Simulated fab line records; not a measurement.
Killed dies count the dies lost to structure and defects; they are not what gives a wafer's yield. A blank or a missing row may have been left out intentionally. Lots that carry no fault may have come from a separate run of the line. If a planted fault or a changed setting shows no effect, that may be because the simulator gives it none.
fab line records -- flow nandHarc
[record] lots = 6, wafers = 18, lastDay = 33
route steps=1302 shown P_M1@297 END@1302
lots with no fault: from the same line, run without faults
startH: the number of hours between the record's first day and the start of the first shown wafer of the lot -- waitH: hours from the lot's prior step to this one -- " as in the row above -- L1.1+2: a single row standing in for several wafers -- - no value, or no start was given -- * or withheld: withheld -- < > ~ a bound
route shown NAME@n: NAME is a module with steps in the file, n the number in the route of the first one -- usual: the fault-free wafers' mean and standard deviation -- same: alike in all rows -- chamber/n: place in a boat -- sites: each site's reading -- _std_site: the standard deviation of these -- _edge_site: the outer-site mean with the inner-site mean subtracted -- radiusMm: how far each site lies from the wafer's centre -- mask NAME#n: copy n -- behind: the last tool/chamber to shape the wafer -- hold: why the lot was held/for how many hours/how that ended -- device: names the non-switching transistor (n, p or np) -- end of line: tests of these same wafers at the route's end -- for a step that has no rows: nothing shown but its recipe -- killed: count of dies lost to structure and defects at first sort (not the wafer's yield) -- map: per-die view of a wafer (x killed, . not killed, _ where there is no die)
set.NAME: the setting the step ran with; set.NAME@STEP: the setting that earlier step ran with -- model.NAME: the simulator's own value behind a step, which no gauge read
a table for each step, a row for each wafer; lots at some steps of the route
services: when a tool's chamber went out of use (startH, in hours from the record's first day, below 0 if earlier), for how many hours, and the reason
[[steps]]
[step NHARC_P_M1_INSPECT_11]
[usual] rawDefectCount = 4.7/3
lot.wafer,tool,chamber,startH,waitH,rawDefectCount
L481.2,defectInspect-02,-,123.78,0.0,5
L481.3,defectInspect-02,-,123.78,0.0,1
L481.5,defectInspect-02,-,123.78,0.0,2
L482.1,defectInspect-02,-,135.57,0.0,6
L482.2,defectInspect-02,-,135.57,0.0,12
L482.6,defectInspect-02,-,135.57,0.0,3
L493.2,defectInspect-02,-,246.26,0.0,1
L493.5,defectInspect-02,-,246.26,0.0,7
L493.6,defectInspect-02,-,246.26,0.0,12
L494.3,defectInspect-02,-,272.92,0.0,5
L494.5,defectInspect-02,-,272.92,0.0,7
L494.6,defectInspect-02,-,272.92,0.0,10
L502.2,defectInspect-01,-,334.63,0.0,8
L502.4,defectInspect-01,-,334.63,0.0,7
L502.6,defectInspect-01,-,334.63,0.0,5
L503.1,defectInspect-01,-,341.98,0.0,5
L503.2,defectInspect-01,-,341.98,0.0,3
L503.6,defectInspect-01,-,341.98,0.0,2
[step NHARC_P_M1_DESCUM_14]
[recipe] timeS = 3, o2FlowSccm = 200, arFlowSccm = 0, biasPowerW = 0, chemistry = O2
[step NHARC_P_M1_ETCH_35]
[recipe] targetDepthA = 400, overetchA = 120, timeS = 43.94, ionEnergyEv = 200, n2FlowSccm = 150, h2FlowSccm = 150, arFlowSccm = 0, rfW = 400, biasW = 150, chemistry = N2/H2
[usual] drypumpMotorCurrentA = 5.7/0.59, mfcArSccm = 0.013/0.01, oesProductAu = 1.002/0.0081, rfVppV = 429.3/2.8, showerheadPlenumPTorr = 2.00/0.096, throttleValvePct = 14.172/0.0095
lot.wafer,tool,chamber,startH,waitH,drypumpMotorCurrentA,mfcArSccm,oesProductAu,rfHoursCounterH,rfVppV,showerheadPlenumPTorr,throttleValvePct
L481.3,rieDiel-08,3,123.94,0.1,4.8,0.017,0.995,5,426.8,1.91,14.178
L481.2,rieDiel-08,1,123.94,0.1,6.3,0.016,0.982,7,434.9,2.19,14.163
L481.5,rieDiel-08,2,123.94,0.1,5.7,0,0.995,-,427.6,1.93,14.169
L482.2,rieDiel-08,2,135.72,0.1,5.8,0,1.000,8,426.0,1.93,14.175
L482.1,rieDiel-08,0,135.72,0.1,5.7,0.012,0.994,8,429.6,2.03,14.175
L482.6,rieDiel-08,1,135.72,0.1,6.3,0.016,0.985,-,435.6,2.19,14.156
L493.2,rieDiel-11,2,246.41,0.1,5.2,0.018,1.000,12,429.1,1.98,14.169
L493.5,rieDiel-11,0,246.41,0.1,5.9,0.035,0.999,-,430.9,2.07,14.164
L493.6,rieDiel-11,1,246.41,0.1,6.7,0,0.988,-,427.1,1.96,14.174
L494.3,rieDiel-11,0,273.08,0.1,5.9,0.035,1.003,1,430.7,2.07,14.168
L494.5,rieDiel-11,1,273.08,0.1,6.7,0,0.998,-,427.5,1.96,14.169
L494.6,rieDiel-11,2,273.08,0.1,5.2,0.018,1.003,-,429.8,1.98,14.165
L502.4,rieDiel-08,2,334.78,0.1,5.8,0,0.998,9,427.5,1.92,14.179
L502.2,rieDiel-08,3,334.78,0.1,4.8,0.017,1.000,10,425.3,1.90,14.192
L502.6,rieDiel-08,1,334.78,0.1,6.3,0.016,1.011,-,434.5,2.19,14.172
L503.1,rieDiel-11,0,342.12,0.1,5.8,0.035,1.016,7,429.3,2.07,14.172
L503.2,rieDiel-11,1,342.12,0.1,6.7,0,1.007,7,428.1,1.95,14.179
L503.6,rieDiel-11,0,342.12,0.1,5.9,0.035,1.009,-,430.4,2.07,14.179
[step NHARC_P_M1_ETCH_15]
[recipe] targetDepthA = 1825, timeS = 91.2, c4f8FlowSccm = withheld, arFlowSccm = 400, rfW = 600, biasW = 300, chemistry = C4F8/Ar
[usual] oesProductAu = 0.952/0.022, rfVppV = 439.5/2.8
lot.wafer,tool,chamber,startH,waitH,oesProductAu,rfHoursCounterH,rfVppV
L481.3,rieDiel-08,3,-,-,0.932,5,436.8
L481.2,rieDiel-08,2,-,-,0.929,7,437.3
L481.5,rieDiel-08,1,-,-,0.911,-,445.9
L482.2,rieDiel-08,0,-,-,0.922,8,440.3
L482.1,rieDiel-08,1,-,-,0.917,8,445.6
L482.6,rieDiel-08,3,-,-,0.924,-,438.1
L493.2,rieDiel-11,1,-,-,0.955,12,438.0
L493.6,rieDiel-11,3,-,-,0.988,-,436.5
L493.5,rieDiel-11,0,-,-,0.958,-,440.8
L494.3,rieDiel-11,2,-,-,0.971,1,439.8
L494.6,rieDiel-11,3,-,-,0.970,-,436.6
L494.5,rieDiel-11,0,-,-,0.962,-,442.6
L502.2,rieDiel-08,0,-,-,0.932,9,440.5
L502.4,rieDiel-08,2,-,-,0.927,9,435.9
L502.6,rieDiel-08,0,-,-,0.933,-,440.5
L503.2,rieDiel-11,1,-,-,0.961,7,439.3
L503.1,rieDiel-11,2,-,-,0.975,7,439.1
L503.6,rieDiel-11,1,-,-,0.958,-,438.9
[step NHARC_P_M1_CD_MEAS_16]
[usual] cdNm = 129.9/0.7
lot.wafer,tool,chamber,startH,waitH,cdNm
L481.2,cdSem-03,-,124.19,-,131.0
L481.3,cdSem-03,-,124.19,-,130.9
L481.5,cdSem-03,-,124.19,-,129.7
L482.1,cdSem-03,-,135.93,-,131.0
L482.2,cdSem-03,-,135.93,-,130.8
L482.6,cdSem-03,-,135.93,-,131.0
L493.2,cdSem-02,-,246.62,-,130.0
L493.5,cdSem-02,-,246.62,-,129.7
L493.6,cdSem-02,-,246.62,-,130.6
L494.3,cdSem-02,-,273.29,-,129.9
L494.5,cdSem-02,-,273.29,-,130.7
L494.6,cdSem-02,-,273.29,-,130.6
L502.2,cdSem-01,-,334.99,-,130.3
L502.4,cdSem-01,-,334.99,-,129.3
L502.6,cdSem-01,-,334.99,-,130.0
L503.1,cdSem-01,-,342.34,-,129.9
L503.2,cdSem-01,-,342.34,-,129.3
L503.6,cdSem-01,-,342.34,-,130.3
[step NHARC_P_M1_STRIP_18]
[recipe] powerW = 1000, n2FlowSccm = 150, h2FlowSccm = 150, arFlowSccm = 0, biasW = 0, chemistry = N2/H2
[usual] drypumpMotorCurrentA = 5.7/0.62, mfcArSccm = 0.009/0.0099, oesProductAu = 0.999/0.0078, rfVppV = 90.3/1.2, showerheadPlenumPTorr = 1.98/0.099, throttleValvePct = 14.172/0.0093
lot.wafer,tool,chamber,startH,waitH,drypumpMotorCurrentA,mfcArSccm,oesProductAu,rfHoursCounterH,rfVppV,showerheadPlenumPTorr,throttleValvePct
L481.3,rieDiel-08,1,124.26,0.1,6.3,0.016,0.989,7,90.8,2.19,14.182
L481.2,rieDiel-08,2,124.26,0.1,5.8,0,0.991,7,90.5,1.93,14.161
L481.5,rieDiel-08,3,124.26,0.1,4.8,0.017,0.996,-,90.1,1.90,14.160
L482.1,rieDiel-08,1,136.06,0.1,6.3,0.016,0.983,8,92.4,2.19,14.180
L482.2,rieDiel-08,2,136.06,0.1,5.8,0,0.992,8,90.2,1.93,14.176
L482.6,rieDiel-08,3,136.06,0.1,4.8,0.017,1.002,-,90.4,1.91,14.147
L493.2,rieDiel-01,0,246.77,0.1,4.9,0,0.997,15,89.3,1.89,14.186
L493.6,rieDiel-01,1,246.77,0.1,6.2,0,1.002,-,92.3,2.15,14.174
L493.5,rieDiel-01,2,246.77,0.1,6.4,0,1.001,-,90.3,1.88,14.190
L494.3,rieDiel-01,2,273.36,0.1,6.4,0,0.994,21,89.7,1.88,14.171
L494.6,rieDiel-01,2,273.36,0.1,6.4,0,0.994,-,88.1,1.88,14.191
L494.5,rieDiel-01,3,273.36,0.1,6.0,0,0.995,-,89.6,1.91,14.185
L502.2,rieDiel-11,0,335.07,0.1,5.9,0.035,1.008,6,90.4,2.07,14.174
L502.4,rieDiel-11,3,335.07,0.1,5.1,0.012,1.002,6,90.8,1.91,14.176
L502.6,rieDiel-11,0,335.07,0.1,5.9,0.035,1.002,-,91.7,2.07,14.168
L503.2,rieDiel-08,1,342.44,0.1,6.3,0.016,1.007,9,92.4,2.19,14.176
L503.1,rieDiel-08,3,342.44,0.1,4.8,0.017,0.993,11,89.8,1.90,14.155
L503.6,rieDiel-08,0,342.44,0.1,5.7,0.012,0.994,-,90.5,2.02,14.181
[step NHARC_P_M1_ETCH_28]
[recipe] targetDepthA = 300, overEtchFrac = 0.3, timeS = 72.99, ionEnergyEv = 150, cf4FlowSccm = 50, n2FlowSccm = 100, arFlowSccm = 150, rfW = 300, biasW = 100, chemistry = CF4/N2
[step NHARC_P_M1_STRIP_19]
[recipe] timeS = 600, tempC = 30, chemistry = postEtchResidueRemover
[step NHARC_P_M1_DEGAS_29]
[recipe] tempC = 250, timeS = 60
[step NHARC_P_M1_PRE_CLEAN_30]
[recipe] timeS = 30, tempC = 280, gas = H2/He
[usual] heaterPowerW = 390/41, susceptorTempC = 280.00/0.21
lot.wafer,tool,chamber,startH,waitH,heaterPowerW,susceptorTempC
L481.2,pvdSputter-03,-,-,-,392,280.07
L481.3,pvdSputter-03,-,-,-,414,279.89
L481.5,pvdSputter-03,-,-,-,390,280.07
L482.1,pvdSputter-02,-,-,-,406,279.71
L482.2,pvdSputter-02,-,-,-,328,280.11
L482.6,pvdSputter-02,-,-,-,372,279.56
L493.2,pvdSputter-03,-,-,-,404,279.90
L493.6,pvdSputter-03,-,-,-,350,280.42
L493.5,pvdSputter-03,-,-,-,412,279.78
L494.3,pvdSputter-01,-,-,-,379,280.00
L494.6,pvdSputter-01,-,-,-,399,280.25
L494.5,pvdSputter-01,-,-,-,385,279.55
L502.4,pvdSputter-02,-,-,-,322,280.11
L502.2,pvdSputter-02,-,-,-,420,279.70
L502.6,pvdSputter-02,-,-,-,331,280.17
L503.2,pvdSputter-03,-,-,-,409,279.81
L503.1,pvdSputter-03,-,-,-,350,280.06
L503.6,pvdSputter-03,-,-,-,407,279.68
[step NHARC_P_M1_PVD_20]
[recipe] targetThkA = 50, biasV = 168.6, powerW = 15000, chamberPressurePa = 0.12, timeS = 8.06, substrateTempC = 50, material = TaN
[usual] cathodeDcPowerW = 15000/2.7, throttleValvePct = 30.2/1
lot.wafer,tool,chamber,startH,waitH,cathodeDcPowerW,throttleValvePct
L481.2,pvdSputter-03,-,-,-,15003,29.2
L481.3,pvdSputter-03,-,-,-,15001,29.6
L481.5,pvdSputter-03,-,-,-,14999,30.1
L482.2,pvdSputter-02,-,-,-,14997,32.5
L482.1,pvdSputter-02,-,-,-,15000,32.1
L482.6,pvdSputter-02,-,-,-,15003,30.4
L493.2,pvdSputter-03,-,-,-,15000,30.5
L493.6,pvdSputter-03,-,-,-,15003,29.0
L493.5,pvdSputter-03,-,-,-,14999,30.4
L494.3,pvdSputter-01,-,-,-,15001,29.3
L494.5,pvdSputter-01,-,-,-,15003,29.7
L494.6,pvdSputter-01,-,-,-,14998,29.3
L502.2,pvdSputter-02,-,-,-,14998,30.8
L502.4,pvdSputter-02,-,-,-,14998,31.7
L502.6,pvdSputter-02,-,-,-,15000,29.6
L503.1,pvdSputter-03,-,-,-,15002,30.1
L503.2,pvdSputter-03,-,-,-,14998,28.8
L503.6,pvdSputter-03,-,-,-,15000,30.2
[step NHARC_P_M1_PVD_21]
[recipe] targetThkA = 300, chamberPressurePa = 5, powerW = 5000, substrateTempC = 30, timeS = 20.49, material = Cu
[step NHARC_P_M1_ECD_22]
[recipe] targetThkA = 4000, bathTempC = 25, material = Cu
lot.wafer,tool,chamber,startH,waitH
L481.2+3+5,ecdCu-02,"0,1,1",125.38,-
L482.2+1+6,ecdCu-01,"0,1,0",137.00,-
L493.2+5+6,ecdCu-01,"0,0,1",247.70,-
L494.3+5+6,ecdCu-01,"0,0,1",274.48,-
L502.2+4+6,ecdCu-02,1,336.18,-
L503.1+2+6,ecdCu-02,"0,1,1",343.42,-
[step NHARC_P_M1_ANNEAL_31]
[recipe] tempC = 225, timeS = 90
[step NHARC_P_M1_CMP_23]
[recipe] tOverpolishS = 20, targetThkNm = 157.82
[usual] edgeZonePressureFrac = 0.999/0.0052, motorCurrentA = 12.0/1.3, timeToEndpointS = 28.5/2.2
lot.wafer,tool,chamber,startH,waitH,edgeZonePressureFrac,motorCurrentA,timeToEndpointS
L481.3,cmp-04,1,126.06,-,0.993,9.9,28.4
L481.2,cmp-04,3,126.06,-,1.011,10.6,30.7
L481.5,cmp-04,1,126.06,-,0.998,9.9,29.9
L482.1,cmp-01,1,137.78,-,0.993,11.4,28.4
L482.2,cmp-01,3,137.78,-,0.993,12.5,26.6
L482.6,cmp-01,1,137.78,-,0.988,11.7,27.4
L493.2,cmp-01,2,248.47,-,1.004,12.4,48.9
L493.5,cmp-01,0,248.47,-,1.003,13.6,49.7
L493.6,cmp-01,1,248.47,-,0.992,11.7,28.2
L494.3,cmp-03,1,275.10,-,0.998,11.4,47.2
L494.6,cmp-03,1,275.10,-,0.993,11.9,30.0
L494.5,cmp-03,2,275.10,-,1.003,12.0,46.5
L502.4,cmp-01,2,336.85,-,1.007,12.5,24.6
L502.2,cmp-01,3,336.85,-,1.005,13.1,26.5
L502.6,cmp-01,2,336.85,-,1.000,13.1,28.5
L503.2,cmp-01,1,344.15,-,0.993,11.4,27.0
L503.1,cmp-01,3,344.15,-,0.996,12.7,28.5
L503.6,cmp-01,1,344.15,-,0.996,11.4,27.8
[step NHARC_P_M1_THK_MEAS_24]
[recipe] thkMeasGauge = xrf
[usual] thkNm = 157.6/1.4
lot.wafer,tool,chamber,startH,waitH,thkNm
L481.2,filmMetro-01,-,126.37,-,158.7
L481.3,filmMetro-01,-,126.37,-,161.0
L481.5,filmMetro-01,-,126.37,-,159.4
L482.1,filmMetro-01,-,138.06,-,156.7
L482.2,filmMetro-01,-,138.06,-,155.9
L482.6,filmMetro-01,-,138.06,-,155.6
L493.2,filmMetro-02,-,248.73,-,156.1
L493.5,filmMetro-02,-,248.73,-,158.1
L493.6,filmMetro-02,-,248.73,-,156.1
L494.3,filmMetro-01,-,275.42,-,159.3
L494.5,filmMetro-01,-,275.42,-,159.1
L494.6,filmMetro-01,-,275.42,-,158.7
L502.2,filmMetro-01,-,337.17,-,159.6
L502.4,filmMetro-01,-,337.17,-,155.3
L502.6,filmMetro-01,-,337.17,-,157.0
L503.1,filmMetro-01,-,344.46,-,156.5
L503.2,filmMetro-01,-,344.46,-,158.0
L503.6,filmMetro-01,-,344.46,-,155.4
[step NHARC_END_SORT_01]
[recipe] tempC = 25
[usual] defectLimitedYield = 91.4/2.9, killedAtArray = 54/20, killedAtOther = 0.9/1.1, killedAtPeriphery = 3.8/2.4, killedDies = 58/20, killedOpen = 3.5/1.9, killedShort = 2.5/1.6, sort_bin_2_pct = 3.1/1.2, sort_bin_3_pct = 0.6/0.39, sort_bin_4_pct = 4.9/1.7, sortNPass = 619/20, sortRimYieldPct = 91/4.3, sortYieldPct = 91.4/2.9
[same] grossDies = 677, sort_bin_5_pct[%] = 0, sort_bin_6_pct[%] = 0, sort_bin_7_pct[%] = 0, sort_bin_8_pct[%] = 0, sortRimNGross = 106.00
lot.wafer,tool,chamber,startH,waitH,defectLimitedYield[%],killedAtArray,killedAtOther,killedAtPeriphery,killedDies,killedOpen,killedShort,sort_bin_2_pct[%],sort_bin_3_pct[%],sort_bin_4_pct[%],sortNPass,sortRimYieldPct[%],sortYieldPct[%]
L494.3,prober-02,0,699.64,3.1,90.1,61,0,6,67,4,3,3.4,1.6,4.9,610,92,90.1
L494.5,prober-02,0,701.24,3.7,91.4,53,0,5,58,4,2,2.1,0.4,6.1,619,92,91.4
L494.6,prober-02,0,702.04,4.0,90.8,52,1,9,62,4,3,4.0,0.4,4.7,615,89,90.8
// killed by level:class
L494.3 A_CHANNEL_HOLE_D1:chamberFilmFlake=37 A_CHANNEL_HOLE_D2:chamberFilmFlake=6 A_STAIRCASE:chamberFilmFlake=5 A_CONTACT:chamberFilmFlake=3 A_CHANNEL_FILL_D1:geometricParticle:short=2 P_GATE:chamberFilmFlake=2 A_SLIT:chamberFilmFlake=2 P_M0:geometricParticle:open=1
L494.5 A_CHANNEL_HOLE_D1:chamberFilmFlake=29 A_CHANNEL_HOLE_D2:chamberFilmFlake=7 A_SLIT:chamberFilmFlake=5 A_STAIRCASE:chamberFilmFlake=3 P_M1:chamberFilmFlake=2 A_WL_FILL:chamberFilmFlake=2 A_CONTACT:chamberFilmFlake=2 P_CONTACT:geometricParticle:open=1
L494.6 A_CHANNEL_HOLE_D1:chamberFilmFlake=26 A_CHANNEL_HOLE_D2:chamberFilmFlake=15 P_STI:chamberFilmFlake=3 A_WL_FILL:geometricParticle:short=2 P_GATE:chamberFilmFlake=2 P_CONTACT:chamberFilmFlake=2 A_SLIT:chamberFilmFlake=2 A_CONTACT:chamberFilmFlake=2
[[services]]
tool,chamber,startH,hours,kind
rieDiel-01,2,103.38,2.7,repair
pvdSputter-02,-,104.00,10.0,pm
ecdCu-02,-,107.68,0.3,repair
rieDiel-08,0,122.08,2.7,repair
pvdSputter-02,-,149.27,9.7,repair
ecdCu-01,-,160.00,8.0,pm
pvdSputter-03,-,170.13,10.0,pm
cmp-01,-,180.46,3.3,repair
cmp-01,-,185.67,4.0,pm
rieDiel-08,-,190.83,9.0,pm
pvdSputter-03,-,192.50,1.2,repair
rieDiel-08,3,234.92,3.8,repair
ecdCu-02,-,244.09,8.0,pm
cmp-01,-,245.49,2.6,repair
rieDiel-11,-,255.51,9.0,pm
cmp-01,-,256.48,1.1,repair
cmp-01,-,267.78,0.6,repair
cmp-01,-,269.46,1.5,repair
rieDiel-08,0,270.70,6.7,repair
pvdSputter-02,-,282.00,10.0,pm
cmp-01,-,283.67,4.0,pm
pvdSputter-03,-,317.44,3.2,repair
pvdSputter-03,-,321.47,2.4,repair
ecdCu-01,-,336.00,8.0,pm
[[key]]
[firstSign] step = NHARC_P_M1_CMP_23, reading = timeToEndpointS, direction = up, sigmas = 8.8, usual = *, struck = *
effect none on later readings
metAt NHARC_P_M1_ECD_22
struckWafers L493.2,L493.5,L494.3,L494.5
onsetBetween 137.00 247.70
[fault] kind = processParameterDrift, tool = ecdCu-01, chamber = 0, onsetH = 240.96, steps = NHARC_P_M1_ECD_22, channel = targetThkA, offset = *, shape = step, endH = 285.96, actsIn = *, stated = *
